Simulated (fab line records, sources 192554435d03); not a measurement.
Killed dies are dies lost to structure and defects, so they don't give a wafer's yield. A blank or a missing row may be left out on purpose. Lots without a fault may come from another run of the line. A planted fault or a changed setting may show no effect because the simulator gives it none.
Chamber matching | flow n5_finfet | N5_BEOL_M14_TRENCH_ETCH_34 on rie_diel-02: 4 sister chambers
The step etches SiO2 in C4F8/O2/Ar, target depth 556.65 nm, time 126.9 s. 16 wafers are shown with their chamber, then 8 later ones without.

WAFERS WITH THEIR CHAMBER
wafer  | chamber | drypump_motor_current_A (A) | rf_vpp_V (V) | showerhead_plenum_p_Torr (Torr)
L079.1 | 1       | 5.0                         | 2229         | 3.62
L079.2 | 3       | 5.2                         | 2223         | 3.44
L079.3 | 2       | 6.4                         | 2194         | 3.64
L078.2 | 0       | 4.9                         | 2286         | 3.39
L078.4 | 3       | 5.2                         | 2223         | 3.44
L078.5 | 0       | 4.9                         | 2288         | 3.39
L085.1 | 1       | 5.0                         | 2227         | 3.61
L085.2 | 3       | 5.2                         | 2222         | 3.43
L085.3 | 2       | 6.3                         | 2194         | 3.63
L086.3 | 2       | 6.3                         | 2193         | 3.63
L086.4 | 0       | 4.9                         | 2284         | 3.38
L086.6 | 1       | 5.0                         | 2229         | 3.61
L089.2 | 3       | 5.2                         | 2222         | 3.43
L089.4 | 1       | 5.0                         | 2228         | 3.61
L089.5 | 3       | 5.2                         | 2221         | 3.43
L088.3 | 2       | 6.4                         | 2193         | 3.63

SIGNATURES (means of the wafers above)
reading                  | chamber 0 | chamber 1 | chamber 2 | chamber 3 | scatter within a chamber
drypump_motor_current_A  | 4.900     | 5.000     | 6.350     | 5.200     | 0.0289
rf_vpp_V                 | 2286.00   | 2228.25   | 2193.50   | 2222.20   | 1.1
showerhead_plenum_p_Torr | 3.3867    | 3.6125    | 3.6325    | 3.4340    | 0.0053
Rule: a wafer's distance from a chamber is the root of the sum, over the readings, of the square of ((its reading less the chamber's mean) divided by the reading's scatter). The wafer belongs to the nearest chamber; if the next one is less than 2 further off, it can't be placed. The scatter: the root of (the sum of the squares of (reading less its chamber's mean) over the shown wafers, divided by (wafers less chambers)).

WAFERS WITHOUT THEIR CHAMBER
wafer  | drypump_motor_current_A (A) | rf_vpp_V (V) | showerhead_plenum_p_Torr (Torr)
L088.4 | 5.0                         | 2227         | 3.61
L088.5 | 4.9                         | 2285         | 3.37
L093.2 | 6.3                         | 2192         | 3.62
L093.4 | 4.9                         | 2284         | 3.37
L093.6 | 5.0                         | 2227         | 3.60
L095.1 | 5.2                         | 2221         | 3.42
L095.4 | 4.9                         | 2284         | 3.37
L095.6 | 4.9                         | 2285         | 3.37

WHICH CHAMBER EACH WENT THROUGH
wafer  | from the rows above | in truth
L088.4 | 1                   | 1
L088.5 | 0                   | 0
L093.2 | 2                   | 2
L093.4 | 0                   | 0
L093.6 | 1                   | 1
L095.1 | 3                   | 3
L095.4 | 0                   | 0
L095.6 | 0                   | 0
Placed correctly: 8 of 8. Can't be placed from these rows: 0. Placed wrongly: 0.
